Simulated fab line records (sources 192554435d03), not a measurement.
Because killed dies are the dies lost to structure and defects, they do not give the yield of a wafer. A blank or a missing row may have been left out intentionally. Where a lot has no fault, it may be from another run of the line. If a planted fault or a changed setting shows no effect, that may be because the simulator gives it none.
Which of the tools did it? :: flow n5 finfet :: Sampling: 24 lots, 72 wafers, 3 of 1938 route steps

WHAT THE GAUGES SHOWED, per wafer
N5_BEOL_M14_OVL_MEAS_11.
lot: L074
measured: day 10 23:20
on: overlay-02
V13_OVL (nm): -9 5 -10

lot: L075
measured: day 11 15:16
on: overlay-01
V13_OVL (nm): -3 -9 2

lot: L076
measured: day 11 21:20
on: overlay-01
V13_OVL (nm): 4 3 -1

lot: L077
measured: day 12 06:12
on: overlay-01
V13_OVL (nm): -3 -6 4

lot: L080
measured: day 12 14:28
on: overlay-02
V13_OVL (nm): -8 -4 -3

lot: L079
measured: day 12 16:04
on: overlay-02
V13_OVL (nm): 0 5 2

lot: L078
measured: day 12 17:02
on: overlay-02
V13_OVL (nm): -1 -11 7

lot: L081
measured: day 12 20:11
on: overlay-01
V13_OVL (nm): -3 0 -4

lot: L082
measured: day 13 08:20
on: overlay-02
V13_OVL (nm): -7 3 -2

lot: L085
measured: day 13 18:47
on: overlay-01
V13_OVL (nm): 3 -2 4

lot: L083
measured: day 14 02:40
on: overlay-02
V13_OVL (nm): -5 -4 -4

lot: L084
measured: day 14 09:25
on: overlay-01
V13_OVL (nm): -1 4 -3

lot: L087
measured: day 14 11:04
on: overlay-01
V13_OVL (nm): -1 1 3

lot: L086
measured: day 14 17:53
on: overlay-01
V13_OVL (nm): 1 3 6

lot: L090
measured: day 15 03:00
on: overlay-02
V13_OVL (nm): -9 -14 -7

lot: L088
measured: day 15 07:21
on: overlay-01
V13_OVL (nm): -4 -10 -5

lot: L091
measured: day 15 10:21
on: overlay-01
V13_OVL (nm): 6 -2 3

lot: L089
measured: day 15 16:55
on: overlay-01
V13_OVL (nm): 1 -5 -2

lot: L092
measured: day 15 23:27
on: overlay-01
V13_OVL (nm): -2 4 4

lot: L093
measured: day 15 23:44
on: overlay-02
V13_OVL (nm): 0 -6 -7

lot: L094
measured: day 16 10:52
on: overlay-02
V13_OVL (nm): -8 -2 -8

lot: L095
measured: day 16 22:22
on: overlay-01
V13_OVL (nm): -5 -6 -3

lot: L096
measured: day 17 01:50
on: overlay-02
V13_OVL (nm): 0 2 -6

lot: L097
measured: day 17 10:04
on: overlay-01
V13_OVL (nm): -1 -2 1

N5_BEOL_M14_OVL_MEAS_29.
lot: L074
measured: day 11 00:19
on: overlay-01
M14_OVL (nm): -6 -10 -11

lot: L075
measured: day 11 16:15
on: overlay-02
M14_OVL (nm): -5 -7 -10

lot: L076
measured: day 11 22:11
on: overlay-02
M14_OVL (nm): -11 -8 -9

lot: L077
measured: day 12 07:03
on: overlay-02
M14_OVL (nm): -8 -14 -11

lot: L080
measured: day 12 16:08
on: overlay-01
M14_OVL (nm): -7 -4 -7

lot: L079
measured: day 12 17:38
on: overlay-02
M14_OVL (nm): -5 -1 0

lot: L078
measured: day 12 18:01
on: overlay-01
M14_OVL (nm): -4 -5 2

lot: L081
measured: day 12 21:07
on: overlay-01
M14_OVL (nm): -10 -12 -12

lot: L082
measured: day 13 09:11
on: overlay-01
M14_OVL (nm): -5 -10 -18

lot: L085
measured: day 13 20:05
on: overlay-01
M14_OVL (nm): -2 -9 -9

lot: L083
measured: day 14 03:59
on: overlay-01
M14_OVL (nm): -3 -6 -5

lot: L084
measured: day 14 10:24
on: overlay-01
M14_OVL (nm): -1 -9 -7

lot: L087
measured: day 14 11:58
on: overlay-02
M14_OVL (nm): 1 -3 -9

lot: L086
measured: day 14 18:46
on: overlay-02
M14_OVL (nm): -4 -5 0

lot: L090
measured: day 15 04:02
on: overlay-01
M14_OVL (nm): -2 -10 -11

lot: L088
measured: day 15 08:13
on: overlay-02
M14_OVL (nm): -11 -5 1

lot: L091
measured: day 15 11:11
on: overlay-01
M14_OVL (nm): 0 -1 6

lot: L089
measured: day 15 17:47
on: overlay-02
M14_OVL (nm): -6 -8 -4

lot: L092
measured: day 16 00:18
on: overlay-02
M14_OVL (nm): -11 -4 -5

lot: L093
measured: day 16 00:36
on: overlay-01
M14_OVL (nm): -2 2 -3

lot: L094
measured: day 16 11:50
on: overlay-02
M14_OVL (nm): 0 -10 -3

lot: L095
measured: day 16 23:22
on: overlay-01
M14_OVL (nm): 4 -13 -4

lot: L096
measured: day 17 03:26
on: overlay-01
M14_OVL (nm): -9 0 -4

lot: L097
measured: day 17 11:48
on: overlay-02
M14_OVL (nm): 8 3 13

WHICH TOOL RAN EACH LOT (tool, then ch and the chambers of the sampled wafers, then the start)
lot: L074
N5_BEOL_M14_STRIP_64: rie diel-05 ch 2,3, day 11 00:19 or earlier

lot: L075
N5_BEOL_M14_STRIP_64: rie diel-01 ch 0,2,3, day 11 16:15 or earlier

lot: L076
N5_BEOL_M14_STRIP_64: rie diel-02 ch 0,2,3, day 11 22:11 or earlier

lot: L077
N5_BEOL_M14_STRIP_64: rie diel-02 ch 0,3, day 12 07:03 or earlier

lot: L080
N5_BEOL_M14_STRIP_64: rie diel-01 ch 1,2,3, day 12 16:08 or earlier

lot: L079
N5_BEOL_M14_STRIP_64: rie diel-02 ch 0,1,3, day 12 17:38 or earlier

lot: L078
N5_BEOL_M14_STRIP_64: rie diel-02 ch 0,1,2, day 12 18:01 or earlier

lot: L081
N5_BEOL_M14_STRIP_64: rie diel-02 ch 1,2, day 12 21:07 or earlier

lot: L082
N5_BEOL_M14_STRIP_64: rie diel-02 ch 1,3, day 13 09:11 or earlier

lot: L085
N5_BEOL_M14_STRIP_64: rie diel-02 ch 0,2,3, day 13 20:05 or earlier

lot: L083
N5_BEOL_M14_STRIP_64: rie diel-02 ch 0,1,2, day 14 03:59 or earlier

lot: L084
N5_BEOL_M14_STRIP_64: rie diel-01 ch 0,1, day 14 10:24 or earlier

lot: L087
N5_BEOL_M14_STRIP_64: rie diel-01 ch 0,1,2, day 14 11:58 or earlier

lot: L086
N5_BEOL_M14_STRIP_64: rie diel-02 ch 0,1,3, day 14 18:46 or earlier

lot: L090
N5_BEOL_M14_STRIP_64: rie diel-01 ch 1,2,3, day 15 04:02 or earlier

lot: L088
N5_BEOL_M14_STRIP_64: rie diel-05 ch 2,3, day 15 08:13 or earlier

lot: L091
N5_BEOL_M14_STRIP_64: rie diel-02 ch 0,1, day 15 11:11 or earlier

lot: L089
N5_BEOL_M14_STRIP_64: rie diel-05 ch 1,2,3, day 15 17:47 or earlier

lot: L092
N5_BEOL_M14_STRIP_64: rie diel-01 ch 0,2,3, day 16 00:18 or earlier

lot: L093
N5_BEOL_M14_STRIP_64: rie diel-05 ch 0,1,3, day 16 00:36 or earlier

lot: L094
N5_BEOL_M14_STRIP_64: rie diel-02 ch 0,3, day 16 11:50 or earlier

lot: L095
N5_BEOL_M14_STRIP_64: rie diel-01 ch 1,2,3, day 16 23:22 or earlier

lot: L096
N5_BEOL_M14_STRIP_64: rie diel-01 ch 0,1,2, day 17 03:26 or earlier

lot: L097
N5_BEOL_M14_STRIP_64: rie diel-01 ch 1,2,3, day 17 11:48 or earlier
- N5_BEOL_M14_STRIP_64: strips in O2.

WHAT THE TOOLS THEMSELVES READ (means of the sampled wafers that have a number; where no wafer has one, the mark that the record gives instead)
N5_BEOL_M14_STRIP_64.
lot: L074
tool: rie diel-05
drypump motor current A (A): 5.3
oes product au (a.u.): 0.70
rf vpp V (V): 3.2
showerhead plenum p Torr (Torr): 2.016
throttle valve pct (%): 16.93

lot: L075
tool: rie diel-01
drypump motor current A (A): 5.7
oes product au (a.u.): 0.81
rf vpp V (V): 3.7
showerhead plenum p Torr (Torr): 2.050
throttle valve pct (%): 16.64

lot: L076
tool: rie diel-02
drypump motor current A (A): 5.9
oes product au (a.u.): 0.74
rf vpp V (V): 3.7
showerhead plenum p Torr (Torr): 2.064
throttle valve pct (%): 16.83

lot: L077
tool: rie diel-02
drypump motor current A (A): 5.8
oes product au (a.u.): 0.75
rf vpp V (V): 3.7
showerhead plenum p Torr (Torr): 2.045
throttle valve pct (%): 16.72

lot: L080
tool: rie diel-01
drypump motor current A (A): 5.4
oes product au (a.u.): 0.84
rf vpp V (V): 3.6
showerhead plenum p Torr (Torr): 2.055
throttle valve pct (%): 16.68

lot: L079
tool: rie diel-02
drypump motor current A (A): 5.9
oes product au (a.u.): 0.72
rf vpp V (V): 3.4
showerhead plenum p Torr (Torr): 2.066
throttle valve pct (%): 16.68

lot: L078
tool: rie diel-02
drypump motor current A (A): 5.9
oes product au (a.u.): 0.72
rf vpp V (V): 3.6
showerhead plenum p Torr (Torr): 2.058
throttle valve pct (%): 16.82

lot: L081
tool: rie diel-02
drypump motor current A (A): 6.1
oes product au (a.u.): 0.70
rf vpp V (V): 3.5
showerhead plenum p Torr (Torr): 2.080
throttle valve pct (%): 16.77

lot: L082
tool: rie diel-02
drypump motor current A (A): 6.1
oes product au (a.u.): 0.70
rf vpp V (V): 3.7
showerhead plenum p Torr (Torr): 2.089
throttle valve pct (%): 16.62

lot: L085
tool: rie diel-02
drypump motor current A (A): 5.9
oes product au (a.u.): 0.73
rf vpp V (V): 3.6
showerhead plenum p Torr (Torr): 2.058
throttle valve pct (%): 16.86

lot: L083
tool: rie diel-02
drypump motor current A (A): 5.9
oes product au (a.u.): 0.70
rf vpp V (V): 3.4
showerhead plenum p Torr (Torr): 2.053
throttle valve pct (%): 16.85

lot: L084
tool: rie diel-01
drypump motor current A (A): 6.0
oes product au (a.u.): 0.88
rf vpp V (V): 3.4
showerhead plenum p Torr (Torr): 2.047
throttle valve pct (%): 16.42

lot: L087
tool: rie diel-01
drypump motor current A (A): 6.0
oes product au (a.u.): 0.85
rf vpp V (V): 3.2
showerhead plenum p Torr (Torr): 2.040
throttle valve pct (%): 16.52

lot: L086
tool: rie diel-02
drypump motor current A (A): 5.9
oes product au (a.u.): 0.71
rf vpp V (V): 3.9
showerhead plenum p Torr (Torr): 2.062
throttle valve pct (%): 16.70

lot: L090
tool: rie diel-01
drypump motor current A (A): 5.4
oes product au (a.u.): 0.90
rf vpp V (V): 3.5
showerhead plenum p Torr (Torr): 2.047
throttle valve pct (%): 16.58

lot: L088
tool: rie diel-05
drypump motor current A (A): 5.5
oes product au (a.u.): 0.86
rf vpp V (V): 3.7
showerhead plenum p Torr (Torr): 2.032
throttle valve pct (%): 16.79

lot: L091
tool: rie diel-02
drypump motor current A (A): 6.0
oes product au (a.u.): 0.70
rf vpp V (V): 3.4
showerhead plenum p Torr (Torr): 2.056
throttle valve pct (%): 16.69

lot: L089
tool: rie diel-05
drypump motor current A (A): 5.6
oes product au (a.u.): 0.82
rf vpp V (V): 3.8
showerhead plenum p Torr (Torr): 2.027
throttle valve pct (%): 16.68

lot: L092
tool: rie diel-01
drypump motor current A (A): 5.7
oes product au (a.u.): 0.86
rf vpp V (V): 4.0
showerhead plenum p Torr (Torr): 2.037
throttle valve pct (%): 16.56

lot: L093
tool: rie diel-05
drypump motor current A (A): 5.6
oes product au (a.u.): 0.89
rf vpp V (V): 3.9
showerhead plenum p Torr (Torr): 2.053
throttle valve pct (%): 16.51

lot: L094
tool: rie diel-02
drypump motor current A (A): 5.9
oes product au (a.u.): 0.71
rf vpp V (V): 3.8
showerhead plenum p Torr (Torr): 2.060
throttle valve pct (%): 16.75

lot: L095
tool: rie diel-01
drypump motor current A (A): 5.4
oes product au (a.u.): 0.87
rf vpp V (V): 3.6
showerhead plenum p Torr (Torr): 2.042
throttle valve pct (%): 16.59

lot: L096
tool: rie diel-01
drypump motor current A (A): 6.0
oes product au (a.u.): 0.82
rf vpp V (V): 3.7
showerhead plenum p Torr (Torr): 2.031
throttle valve pct (%): 16.57

lot: L097
tool: rie diel-01
drypump motor current A (A): 5.4
oes product au (a.u.): 0.85
rf vpp V (V): 4.1
showerhead plenum p Torr (Torr): 2.040
throttle valve pct (%): 16.60

THE ANSWER, worked out from the rows above alone
Rule: usual is defined by the lots themselves. Put in order of their means at a reading, lots are off if they are a third of the lots or fewer, leave a main group of 4 or more, and stand apart from it by a gap of 3 or more times the standard deviation of the main group's means; of several such gaps the widest counts. Not used: any main group whose means are identical at the precision the tables above print for the reading. A lot without any number at a reading at which 4 lots or more have one is off too. All remaining lots with rows at the step are treated as sound. First the gauges in route order, then the tools' own readings, where a lot's mean is used as printed above. The first step at which some lot is off is used, and at that step the reading that is off furthest; a lot without a number counts as furthest.
Across all readings shown, no lot is off: no conclusion can be drawn from this.

WHAT WAS PUT IN BY THE SIMULATOR
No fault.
